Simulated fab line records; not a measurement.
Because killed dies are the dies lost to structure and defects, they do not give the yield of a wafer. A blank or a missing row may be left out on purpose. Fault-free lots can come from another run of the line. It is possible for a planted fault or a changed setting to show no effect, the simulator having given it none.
Problem report in the 8D (eight disciplines) form, filled by code	flow nand harc	the parts of the form that need people (team, actions taken, sign-off) are left out

== 1. THE PROBLEM ==
Mean of killed at array at NHARC_END_SORT_01: 140 across 6 wafers in 2 lots; on wafers with no fault it is 50 (standard deviation 18). Measured from the usual mean, that is +5.0 standard deviations.
Seen first at day 27 23:31 on prober-02, wafer L395.2. At this step, 9 wafers from 3 lots have a number in the record. The rule behind "out" and "out of limits": a value lying over 4 standard deviations away from the usual mean. All remaining wafers that have a number are taken as sound.

== 2. WHAT IT IS, WHAT IT ISN'T ==
question	is	is not
which readings at this step	killed at array, killed dies	killed at periphery, killed open, killed short
which lots	L395, L396	L407
which wafers of those lots	all that have a number	-
read on which gauges	prober-02	-
when	from day 27 23:31	up to then (0 sound wafers); but 3 sound wafers of L407 came after

== 3. THE SUSPECTS, EACH WITH WHAT RULES IT OUT ==
Counting: a tool at a process step up to the reading stays a suspect if it ran every lot that is out and no sound lot after the first of them.
- the gauge at NHARC_END_SORT_01: kept. All the wafers that are out were read on prober-02, and no step on other tools shows them out.
- ald sin batch-01 at NHARC_A_CHANNEL_FILL_D2_ALD_03 (deposits SiNx, target thk 6 nm, pulse time 60 s, ald cycles 58): ruled out as a lasting fault. The sound lots L407 went through it after L395, its earliest lot that is out (day 16 21:17).
Remaining after the count: prober-02 at NHARC_END_SORT_01.

== 4. THE CAUSE (what the simulator had put in) ==
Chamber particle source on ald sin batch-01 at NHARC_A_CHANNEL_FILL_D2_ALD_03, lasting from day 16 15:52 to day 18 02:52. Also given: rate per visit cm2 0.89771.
The count ruled it out by mistake, since the rule takes a fault to strike every lot its tool runs from the start of the fault on, and this one did not do so.

== 5. SEQUENCE OF EFFECTS, ordered by route ==
Rows list readings where the struck wafers' mean (over those with a number) sits beyond 3 standard deviations from the usual. Only readings for which the record gives a usual standard deviation are gone through. hours: the time from each lot's start at the first step in this table that gives one to its start at this step, as a median over the lots. sigmas: the change in usual standard deviations.
hours	step	reading	usual	on struck wafers	change	sigmas
0	NHARC_END_SORT_01	killed at array	50	140	+90	+5.0
0	NHARC_END_SORT_01	killed dies	55	144	+89	+5.0

== 6. HOW IT WOULD HAVE BEEN CAUGHT EARLIER ==
Counted from the fault's start at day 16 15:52, it took 272 hours until the first out-of-limits reading at a measuring or inspecting step in this record, taken at day 27 23:31.
Tool readings at NHARC_A_CHANNEL_FILL_D2_ALD_03 with a usual standard deviation given in the record: none out on any struck wafer, hence no alarm at a limit of 4 standard deviations on them.
